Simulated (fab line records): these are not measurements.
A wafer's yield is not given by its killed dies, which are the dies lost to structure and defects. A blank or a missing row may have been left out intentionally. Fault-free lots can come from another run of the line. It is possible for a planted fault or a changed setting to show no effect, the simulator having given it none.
Which tool did it? | flow nand harc | Sampling: 12 lots, 36 wafers, 5 of 1302 route steps

## WHAT THE GAUGES READ, wafer by wafer
NHARC_END_SORT_01. Usual: killed at array 55, standard deviation 17; killed at other 1.1, standard deviation 1.4; killed at periphery 3.9, standard deviation 3; killed dies 59, standard deviation 17; killed open 3.5, standard deviation 2; killed short 2.6, standard deviation 1.6.
lot  | measured     | on        | killed at array | killed at other | killed at periphery | killed dies | killed open | killed short | flag
L423 | day 33 11:46 | prober-02 | 53 449 436      | 0 1 3           | 3 11 11             | 56 461 450  | 2 1 4       | 2 3 5        | OFF
L424 | day 33 20:57 | prober-01 | 459 58 57       | 4 1 0           | 2 5 1               | 465 64 58   | 4 0 3       | 0 3 2        | OFF

## EACH LOT AND THE TOOL THAT RAN IT (in order: tool; ch and the chambers of the sampled wafers; start)
lot  | NHARC_A_CONTACT_DEP_57        | NHARC_A_CONTACT_ETCH_76                       | NHARC_A_CONTACT_ETCH_78            | NHARC_A_CONTACT_ETCH_126
L403 | acl dep-02 ch 0, day 22 09:49 | rie diel-04 ch 2,3, day 22 13:14 or earlier   | rie diel-04 ch 0,2,3, day 22 13:14 | har cap etch-02 ch 0,1, day 22 14:19
L405 | acl dep-01 ch 0, day 22 23:52 | rie diel-04 ch 1,3, day 23 04:15 or earlier   | rie diel-08 ch 0,1,3, day 23 04:15 | har cap etch-01 ch 0,1, day 23 05:29
L404 | acl dep-02 ch 0, day 23 02:10 | rie diel-08 ch 0,1, day 23 06:38 or earlier   | rie diel-08 ch 0,2, day 23 06:38   | har cap etch-03 ch 0,1, day 23 08:08
L406 | acl dep-03 ch 0, day 23 15:50 | rie diel-04 ch 1,3, day 23 20:39 or earlier   | rie diel-04 ch 0,3, day 23 20:39   | har cap etch-03 ch 0,1, day 23 22:01
L410 | acl dep-02 ch 0, day 25 10:20 | rie diel-08 ch 0,3, day 25 15:15 or earlier   | rie diel-08 ch 0,1,2, day 25 15:15 | har cap etch-01 ch 1, day 25 16:34
L411 | acl dep-03 ch 0, day 25 16:34 | rie diel-04 ch 0,2,3, day 25 20:23 or earlier | rie diel-04 ch 2,3, day 25 20:23   | har cap etch-03 ch 0,1, day 25 21:40
L413 | acl dep-02 ch 0, day 26 03:51 | rie diel-04 ch 1,3, day 26 07:59 or earlier   | rie diel-04 ch 1,3, day 26 07:59   | har cap etch-01 ch 0,1, day 26 09:20
L412 | acl dep-03 ch 0, day 26 07:10 | rie diel-08 ch 1,2,3, day 26 11:37 or earlier | rie diel-08 ch 1,2,3, day 26 11:37 | har cap etch-03 ch 0,1, day 26 12:46
L414 | acl dep-01 ch 0, day 26 21:07 | rie diel-04 ch 2,3, day 27 01:07 or earlier   | rie diel-04 ch 0,1,3, day 27 01:07 | har cap etch-02 ch 0,1, day 27 02:24
L416 | acl dep-02 ch 0, day 28 00:37 | rie diel-08 ch 0,2,3, day 28 04:58 or earlier | rie diel-08 ch 0,2, day 28 04:58   | har cap etch-02 ch 0,1, day 28 06:29
L423 | acl dep-03 ch 0, day 30 13:15 | rie diel-04 ch 0,1, day 30 23:26 or earlier   | rie diel-04 ch 0,1, day 30 23:26   | har cap etch-03 ch 0,1, day 31 00:51
L424 | acl dep-02 ch 0, day 31 01:04 | rie diel-04 ch 1,3, day 31 05:15 or earlier   | rie diel-04 ch 0,2,3, day 31 05:15 | har cap etch-01 ch 0,1, day 31 06:28
- NHARC_A_CONTACT_DEP_57: deposits aC, target thk 5300 nm.
- NHARC_A_CONTACT_ETCH_76: etches the open film in N2/H2, target depth 260 nm, time 475.3 s.
- NHARC_A_CONTACT_ETCH_78: etches the open film in O2/COS, target depth 5300 nm, time 1378 s.
- NHARC_A_CONTACT_ETCH_126: etches the open film in C4F8/O2/Ar, time 197 s, target depth 1918 nm.

## WHAT THE TOOLS THEMSELVES READ (means of the sampled wafers that have a number; where no wafer has one, the mark that the record gives instead)
NHARC_A_CONTACT_DEP_57. Usual: throttle valve pct at 35.000 %, with a standard deviation of 0.009.
lot  | tool       | throttle valve pct (%) | flag
L403 | acl dep-02 | 35.004                 |
L405 | acl dep-01 | 35.002                 |
L404 | acl dep-02 | 34.999                 |
L406 | acl dep-03 | 34.992                 |
L410 | acl dep-02 | 34.997                 |
L411 | acl dep-03 | 35.004                 |
L413 | acl dep-02 | 34.994                 |
L412 | acl dep-03 | 35.002                 |
L414 | acl dep-01 | 34.996                 |
L416 | acl dep-02 | 34.998                 |
L423 | acl dep-03 | 34.998                 |
L424 | acl dep-02 | 35.002                 |

NHARC_A_CONTACT_ETCH_76. Usual: drypump motor current A 5.6 A, standard deviation 0.5; oes product au 0.997 a.u., standard deviation 0.0084; rf vpp V 431 V, standard deviation 3.4; run length s 496.7 s, standard deviation 0.39; showerhead plenum p Torr 2.05 Torr, standard deviation 0.12; throttle valve pct 14.171 %, standard deviation 0.0086.
lot  | tool        | drypump motor current A (A) | oes product au (a.u.) | rf vpp V (V) | run length s (s) | showerhead plenum p Torr (Torr) | throttle valve pct (%) | flag
L403 | rie diel-04 | 6.1                         | 0.983                 | 427          | 496.6            | 1.92                            | 14.169                 |
L405 | rie diel-04 | 5.8                         | 0.988                 | 431          | 496.8            | 2.07                            | 14.170                 |
L404 | rie diel-08 | 5.2                         | 1.000                 | 432          | 496.6            | 2.08                            | 14.176                 |
L406 | rie diel-04 | 6.1                         | 1.006                 | 428          | 496.7            | 1.97                            | 14.167                 |
L410 | rie diel-08 | 5.1                         | 1.008                 | 432          | 496.1            | 2.08                            | 14.176                 |
L411 | rie diel-04 | 5.6                         | 0.998                 | 429          | 496.9            | 2.00                            | 14.177                 |
L413 | rie diel-04 | 5.9                         | 0.988                 | 432          | 496.8            | 2.07                            | 14.164                 |
L412 | rie diel-08 | 6.0                         | 1.003                 | 430          | 496.4            | 2.04                            | 14.173                 |
L414 | rie diel-04 | 5.9                         | 0.993                 | 428          | 496.6            | 1.95                            | 14.173                 |
L416 | rie diel-08 | 5.7                         | 0.998                 | 431          | 496.6            | 2.02                            | 14.165                 |
L423 | rie diel-04 | 5.1                         | 0.985                 | 433          | 497.1            | 2.15                            | 14.171                 |
L424 | rie diel-04 | 5.8                         | 0.996                 | 434          | 496.7            | 2.17                            | 14.177                 |

NHARC_A_CONTACT_ETCH_78. Usual: cos flow sccm 20.01 sccm, standard deviation 0.06; drypump motor current A 5.6 A, standard deviation 0.51; oes product au 0.999 a.u., standard deviation 0.0079; rf vpp V 314.5 V, standard deviation 2.5; run length s 1399.4 s, standard deviation 0.39; showerhead plenum p Torr 3.15 Torr, standard deviation 0.17; throttle valve pct 28.331 %, standard deviation 0.0086.
lot  | tool        | cos flow sccm (sccm) | drypump motor current A (A) | oes product au (a.u.) | rf vpp V (V) | run length s (s) | showerhead plenum p Torr (Torr) | throttle valve pct (%) | flag
L403 | rie diel-04 | 20.04                | 5.6                         | 0.991                 | 313.6        | 1399.7           | 3.08                            | 28.329                 |
L405 | rie diel-08 | 19.99                | 5.5                         | 1.006                 | 313.4        | 1398.8           | 3.05                            | 28.334                 |
L404 | rie diel-08 | 19.98                | 5.8                         | 1.009                 | 314.2        | 1399.4           | 3.17                            | 28.326                 |
L406 | rie diel-04 | 19.95                | 5.4                         | 1.001                 | 314.1        | 1399.5           | 3.16                            | 28.333                 |
L410 | rie diel-08 | 20.02                | 5.6                         | 1.000                 | 315.6        | 1399.1           | 3.26                            | 28.333                 |
L411 | rie diel-04 | 20.01                | 6.1                         | 1.003                 | 311.7        | 1399.3           | 2.95                            | 28.326                 |
L413 | rie diel-04 | 20.00                | 5.8                         | 1.002                 | 314.6        | 1399.8           | 3.16                            | 28.329                 |
L412 | rie diel-08 | 20.03                | 6.0                         | 1.003                 | 314.2        | 1399.3           | 3.13                            | 28.328                 |
L414 | rie diel-04 | 20.07                | 5.6                         | 1.005                 | 314.4        | 1399.4           | 3.15                            | 28.331                 |
L416 | rie diel-08 | 20.03                | 5.3                         | 0.992                 | 316.5        | 1399.2           | 3.23                            | 28.328                 |
L423 | rie diel-04 | 20.06                | 5.1                         | 0.987                 | 317.1        | 1180.0           | 3.27                            | 28.333                 | OFF
L424 | rie diel-04 | 20.03                | 5.6                         | 0.987                 | 315.7        | 1289.7           | 3.22                            | 28.326                 | OFF

## THE ANSWER, worked out from the rows above alone
Rule: lot off if the mean of its wafers having a number is beyond 3 standard deviations from the usual mean. A lot without any number at a reading at which 4 lots or more have one is off too. The other lots that the step has rows for count as sound. The gauges are gone through in route order, then the tools' own readings, and for those a lot's mean is taken as printed above. At the first step where some lot is off, the reading lying furthest off is the one used; lots without a number count as furthest.
Off, at NHARC_END_SORT_01 on killed dies: L423, L424. Neither off nor sound, because the step has no rows for them: L403, L405, L404, L406, L410, L411, L413, L412, L414, L416.
A tool fits if, at a process step before that reading, it ran every lot that is off, and no sound lot after the first of them. The gauges at NHARC_END_SORT_01 aren't tried: what is off there is off at NHARC_A_CONTACT_ETCH_78 too, on other tools, and a gauge's error can't cause that. Because NHARC_A_CONTACT_ETCH_76 lacks a start for some lots, the hours and order of its lots are taken from NHARC_A_CONTACT_ETCH_78. One candidate fits, namely rie diel-04 at NHARC_A_CONTACT_ETCH_76 and NHARC_A_CONTACT_ETCH_78. It ran no sound lot before its first lot that is off in this sample, so the start can't be narrowed down.

## WHAT THE SIMULATOR HAD PUT IN
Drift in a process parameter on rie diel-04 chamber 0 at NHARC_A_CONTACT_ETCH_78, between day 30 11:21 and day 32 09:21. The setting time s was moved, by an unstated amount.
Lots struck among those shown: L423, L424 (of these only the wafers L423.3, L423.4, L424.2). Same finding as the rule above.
